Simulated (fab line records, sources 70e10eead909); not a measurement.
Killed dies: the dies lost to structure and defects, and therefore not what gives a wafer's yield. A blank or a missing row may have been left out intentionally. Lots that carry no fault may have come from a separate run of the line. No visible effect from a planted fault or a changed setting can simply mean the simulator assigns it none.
Chamber matching ; flow nandHarc ; NHARC_A_M1_CMP_23 on cmp-03: 4 sister chambers
The step polishes, t overpolish 20 s, target thk 154.34 nm. 14 wafers are shown with their chamber, then 6 later ones without.

== WAFERS, EACH WITH ITS CHAMBER ==
wafer;chamber;motorCurrentA (A);timeToEndpointS (s)
L342.1;0;12.0;28
L342.3;2;13.5;32
L342.6;1;13.6;28
L344.4;1;13.6;33
L344.5;1;13.3;33
L344.6;2;13.1;31
L347.2;2;14.1;31
L347.4;3;11.0;33
L347.5;0;12.1;30
L350.1;3;10.8;33
L350.2;2;14.4;32
L350.3;0;12.0;28
L349.2;3;11.4;31
L349.3;0;12.8;26

SIGNATURES (means of the wafers above)
reading;chamber 0;chamber 1;chamber 2;chamber 3;scatter within a chamber
motorCurrentA;12.225;13.500;13.775;11.067;0.415
timeToEndpointS;28.00;31.33;31.50;32.33;1.68
Rule: a wafer lies at a distance from a chamber equal to the root of the sum of squares, over the readings, of (its reading less the chamber's mean, divided by the reading's scatter). The wafer belongs to the nearest chamber; if the next one is less than 2 further off, it can't be placed. The scatter: take each reading less its chamber's mean, square it, sum over the shown wafers, divide by the number of wafers less the number of chambers, and take the root.

== WAFERS WITHOUT THEIR CHAMBER ==
wafer;motorCurrentA (A);timeToEndpointS (s)
L349.5;11.4;26
L352.2;14.2;32
L352.4;10.8;31
L352.6;13.8;29
L355.4;13.8;17
L355.5;14.1;33

== WHICH CHAMBER EACH WENT THROUGH ==
wafer;from the rows above;in truth
L349.5;can't be placed: 0 or 3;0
L352.2;can't be placed: 2 or 1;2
L352.4;3;3
L352.6;can't be placed: 2 or 1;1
L355.4;can't be placed: 0 or 1 or 2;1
L355.5;can't be placed: 2 or 1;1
Correctly placed: 1 of 6. Can't be placed from these rows: 5 (the true chamber is among the candidates in 5). Wrongly placed: 0.
